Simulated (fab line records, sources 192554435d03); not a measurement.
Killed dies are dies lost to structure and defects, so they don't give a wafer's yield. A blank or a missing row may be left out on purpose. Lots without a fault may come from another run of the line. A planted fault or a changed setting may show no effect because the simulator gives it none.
Problem report in the 8D (eight disciplines) form, filled by code | flow n5_finfet | the parts of the form that need people (team, actions taken, sign-off) are left out

1. THE PROBLEM
M4_ILD_THK at N5_BEOL_M4_THK_MEAS_01 reads a mean of 53.9 nm on 1 wafer of 1 lot; wafers without a fault read 79.0 nm with a standard deviation of 1.2. That is -21 standard deviations from the usual mean.
First seen on wafer L602.2, day 10 11:16, on film_metro-01. The record holds 37 wafers of 13 lots with a number at this step. Rule for "out", or "out of limits": more than 4 standard deviations from the usual mean. The other wafers with a number count as sound.

2. WHAT IT IS AND WHAT IT IS NOT
question                    | is                | is not
which readings at this step | M4_ILD_THK        | -
which lots                  | L602              | L594, L597, L598, L607, L608, L610, L612, L613, L614, L615, L616, L617
which wafers of those lots  | L602.2            | L602.3
read on which gauges        | film_metro-01     | film_metro-02
when                        | from day 10 11:16 | up to then (10 sound wafers); but 26 sound wafers of L607, L608, L610, L612, L613, L614, L615, L616, L617 came after

3. SUSPECTS, AND WHAT RULES EACH OUT
Counting: a tool at a process step up to the reading stays a suspect if it ran every lot that is out. Sound lots after the first of them don't rule it out here, since some wafers of a struck lot are sound.
- the gauge at N5_BEOL_M4_THK_MEAS_01: kept. All the wafers that are out were read on film_metro-01, and no step on other tools shows them out.
- pvd_sputter-01 at N5_BEOL_M3_SPUTTER_86 (material Cu, target thk 4.5 nm, time 8.29 s): kept. It ran the lot that is out, L602 (day 10 08:56); its last sound lot up to then is L597 (day 9 04:07).
- pvd_sputter-01 at N5_BEOL_M3_ANNEAL_91 (time 240 s): kept. It ran the lot that is out, L602 (day 10 09:27); its last sound lot up to then is L597 (day 9 04:38).
- pvd_sputter-01 at N5_BEOL_M3_ANNEAL_95 (time 240 s): kept. It ran the lot that is out, L602 (day 10 09:53); its last sound lot up to then is L597 (day 9 05:04).
- pecvd-03 at N5_BEOL_M4_ILD_DEP_00 (deposits SiOC from DEMS/O2, target thk 79 nm, time 15.3 s): kept. It ran the lot that is out, L602 (day 10 11:10); its last sound lot up to then is L597 (day 9 06:19).
Left after counting: pvd_sputter-01 at N5_BEOL_M3_SPUTTER_86, pvd_sputter-01 at N5_BEOL_M3_ANNEAL_91, pvd_sputter-01 at N5_BEOL_M3_ANNEAL_95, pecvd-03 at N5_BEOL_M4_ILD_DEP_00, film_metro-01 at N5_BEOL_M4_THK_MEAS_01.

4. THE CAUSE (what the simulator had put in)
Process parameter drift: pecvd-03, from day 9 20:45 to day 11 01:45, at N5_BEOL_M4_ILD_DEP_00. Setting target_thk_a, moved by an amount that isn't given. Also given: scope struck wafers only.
Counting left 5 suspects, and this tool is among them.

5. THE CHAIN OF EFFECTS, in route order
Each row: a reading whose mean over the struck wafers that have a number lies more than 3 standard deviations from the usual. Only readings for which the record gives a usual standard deviation are gone through. hours: the time from each lot's start at the first step in this table that gives one to its start at this step, as a median over the lots. sigmas: the change in usual standard deviations.
hours | step                   | reading    | usual   | on struck wafers | change | sigmas
0     | N5_BEOL_M4_THK_MEAS_01 | M4_ILD_THK | 79.0 nm | 53.9             | -25.1  | -21

6. WHAT WOULD HAVE CAUGHT IT SOONER
In this record the first reading out of limits at a measuring or inspecting step was taken at day 10 11:16, 15 hours after the fault began at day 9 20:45.
Of the tool readings at N5_BEOL_M4_ILD_DEP_00 for which the record gives a usual standard deviation, none was out on any struck wafer, so an alarm limit of 4 standard deviations on them would not have fired.
All the lots that are out (1) had begun N5_BEOL_M4_ILD_DEP_00 on pecvd-03 by day 10 11:16. A hold on the tool at that time would have spared none of them.
